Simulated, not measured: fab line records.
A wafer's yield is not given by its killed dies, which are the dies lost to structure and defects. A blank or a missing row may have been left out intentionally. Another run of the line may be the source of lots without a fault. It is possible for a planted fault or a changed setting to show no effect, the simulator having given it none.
A lot that was struck, set against a sound lot ; flow nandHarc ; 11 out of 1159 route steps
Sound: the wafers L311.3, L311.5, L311.6. The struck wafers were L316.1, L316.2, L316.5. The cause comes at the end.
Each step with rows lists, per side, the tool, then ch with its chambers, then its first start. Under that, the readings that differ: sound wafers ; struck wafers ; difference of the means ; sigmas: that difference in standard deviations of wafers without a fault.
alike: words and numbers the same on both sides, and readings whose means are apart by under 2 such deviations; not compared: readings that were withheld, readings missing a value for some wafer, numbers with overlapping values and no deviation given by the record, and bounds like >300 which may hide the same value.
Wherever a step has rows on one side only, a row that says differs or no value, or a row with sigmas, the two part there. Non-overlapping numbers with no deviation appear without sigmas and do not part them. A reading missing from all wafers of one side parts the sides only when that side holds two or more wafers.

first, 1 step without rows for these wafers: NHARC_A_WL_FILL_SRD_14.
NHARC_A_WL_FILL_ALD_19: deposits TiN, target thk 2 nm, pulse time 3 s, ald cycles 100.
  sound on aldMetal-04 ch 0,3, day 16 04:01; struck on aldMetal-04 ch 0,3, day 17 19:35
  alike: heaterPowerW, precursorPulseHeightRel
NHARC_A_WL_FILL_CVD_20: deposits W, target thk 75 nm, time 5064 s.
  sound on cvdW-02 ch 0,1; struck on cvdW-02 ch 0,1
  alike: heaterPowerW, mfcArSccm, throttleValvePct
NHARC_A_WL_FILL_CMP_12: polishes, t overpolish 30 s, target thk 75 nm.
  sound on cmp-03 ch 0,3, day 16 09:10; struck on cmp-04 ch 1,3, day 18 02:41
  alike: motorCurrentA, overpolishRunS, retainingRingPressureFrac, timeToEndpointS
following that, these wafers have no rows for 1 step: NHARC_A_WL_FILL_SRD_31.
NHARC_A_WL_FILL_INSPECT_15:
  sound on defectInspect-02 at day 16 09:40; struck on defectInspect-02 at day 18 03:07
  alike: rawDefectCount
NHARC_A_CONTACT_DEP_24: deposits SiO2, target thk 500 nm.
  sound on pecvd-03 ch 1,2, day 16 09:44; struck on pecvd-03 ch 0,2, day 18 03:15
  alike: chamberPressureTorr, flowSccm, heaterPowerW, throttleValvePct
NHARC_A_CONTACT_DEP_28: deposits aC, target thk 3600 nm.
  sound on aclDep-03 ch 0, day 16 11:11; struck on aclDep-01 ch 0, day 18 03:47
  alike: susceptorTempC, throttleValvePct
NHARC_A_CONTACT_DEP_29: deposits SiON, target thk 70 nm.
  sound on pecvd-01 ch 0,2, day 16 12:42; struck on pecvd-01 ch 0,1,2, day 18 06:03
  no value came back on the struck wafers for chamberPressureTorr (Torr), heaterPowerOuterW (W), heaterPowerW (W); on the sound wafers chamberPressureTorr (Torr) reads 3.506 3.510 3.497
then, 1 step without rows for these wafers: NHARC_A_CONTACT_DEHYDRATE_32 (time 120 s).
-- jump in the record: it breaks off in module A_CONTACT and resumes in module END (first step shown: number 1159 of the route), and 3 days separate the struck wafers' starts before and after --
NHARC_END_SORT_01:
  sound on prober-02 ch 0, day 19 09:20; struck on prober-02 ch 0, day 21 06:11
reading;sound;struck;difference;sigmas
hold;- - -;awaitDispo/2.0h/scrap awaitDispo/2.0h/scrap awaitDispo/2.0h/scrap;no value on the sound wafers;
killedAtArray;17 28 25;673 673 675;+650;+71
killedDies;20 32 35;677 677 677;+648;+72
  alike: killedAtOther, killedAtPeriphery, killedOpen, killedShort

== WHERE THEY PART ==
First at NHARC_A_CONTACT_DEP_29; last, within this record, at NHARC_END_SORT_01.

WHY: the cause the simulator had injected
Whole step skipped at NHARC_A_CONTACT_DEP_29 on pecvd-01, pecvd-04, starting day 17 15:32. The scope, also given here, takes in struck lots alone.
